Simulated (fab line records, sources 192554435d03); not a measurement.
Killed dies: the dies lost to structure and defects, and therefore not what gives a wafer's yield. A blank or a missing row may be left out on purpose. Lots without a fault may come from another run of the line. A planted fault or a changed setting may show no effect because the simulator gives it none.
Matching of chambers / flow n5-finfet / 4 sister chambers for N5_BEOL_M6_STRIP_36 on rie-diel-05
The step strips in N2/H2. 8 wafers are shown with their chamber, then 7 later ones without.

## WAFERS, EACH WITH ITS CHAMBER
wafer=L078.6; chamber=0; drypump-motor-current-A (A)=5.2; showerhead-plenum-p-Torr (Torr)=2.45
wafer=L080.3; chamber=1; drypump-motor-current-A (A)=4.9; showerhead-plenum-p-Torr (Torr)=2.48
wafer=L080.6; chamber=3; drypump-motor-current-A (A)=5.4; showerhead-plenum-p-Torr (Torr)=2.50
wafer=L084.1; chamber=3; drypump-motor-current-A (A)=5.4; showerhead-plenum-p-Torr (Torr)=2.50
wafer=L084.3; chamber=2; drypump-motor-current-A (A)=5.6; showerhead-plenum-p-Torr (Torr)=2.54
wafer=L084.5; chamber=2; drypump-motor-current-A (A)=5.6; showerhead-plenum-p-Torr (Torr)=2.54
wafer=L087.1; chamber=0; drypump-motor-current-A (A)=5.2; showerhead-plenum-p-Torr (Torr)=2.44
wafer=L087.4; chamber=1; drypump-motor-current-A (A)=4.8; showerhead-plenum-p-Torr (Torr)=2.47

## WAFERS MISSING THEIR CHAMBER
wafer=L087.5; drypump-motor-current-A (A)=4.8; showerhead-plenum-p-Torr (Torr)=2.47
wafer=L093.1; drypump-motor-current-A (A)=5.3; showerhead-plenum-p-Torr (Torr)=2.44
wafer=L093.2; drypump-motor-current-A (A)=5.4; showerhead-plenum-p-Torr (Torr)=2.49
wafer=L093.6; drypump-motor-current-A (A)=4.9; showerhead-plenum-p-Torr (Torr)=2.47
wafer=L095.1; drypump-motor-current-A (A)=5.4; showerhead-plenum-p-Torr (Torr)=2.49
wafer=L095.3; drypump-motor-current-A (A)=5.3; showerhead-plenum-p-Torr (Torr)=2.43
wafer=L095.4; drypump-motor-current-A (A)=4.8; showerhead-plenum-p-Torr (Torr)=2.46

## WHICH CHAMBER EACH WENT THROUGH
wafer=L087.5; from the rows above=1; in truth=1
wafer=L093.1; from the rows above=0; in truth=0
wafer=L093.2; from the rows above=3; in truth=3
wafer=L093.6; from the rows above=1; in truth=1
wafer=L095.1; from the rows above=3; in truth=3
wafer=L095.3; from the rows above=0; in truth=0
wafer=L095.4; from the rows above=1; in truth=1
Correct placement for 7 of the 7. Left unplaced by these rows: 0. Number placed wrongly: 0.
How it was worked out, from the rows above alone: a wafer's distance from a chamber is the root of the sum, over the readings, of the square of ((its reading less the chamber's mean) divided by the reading's scatter). The wafer belongs to the nearest chamber; if the next one is less than 2 further off, it can't be placed. The mean given for a chamber averages the wafers shown for that chamber. The scatter is the square root of a quotient: the sum, over the shown wafers, of each reading's squared deviation from its chamber's mean, divided by wafers minus chambers.
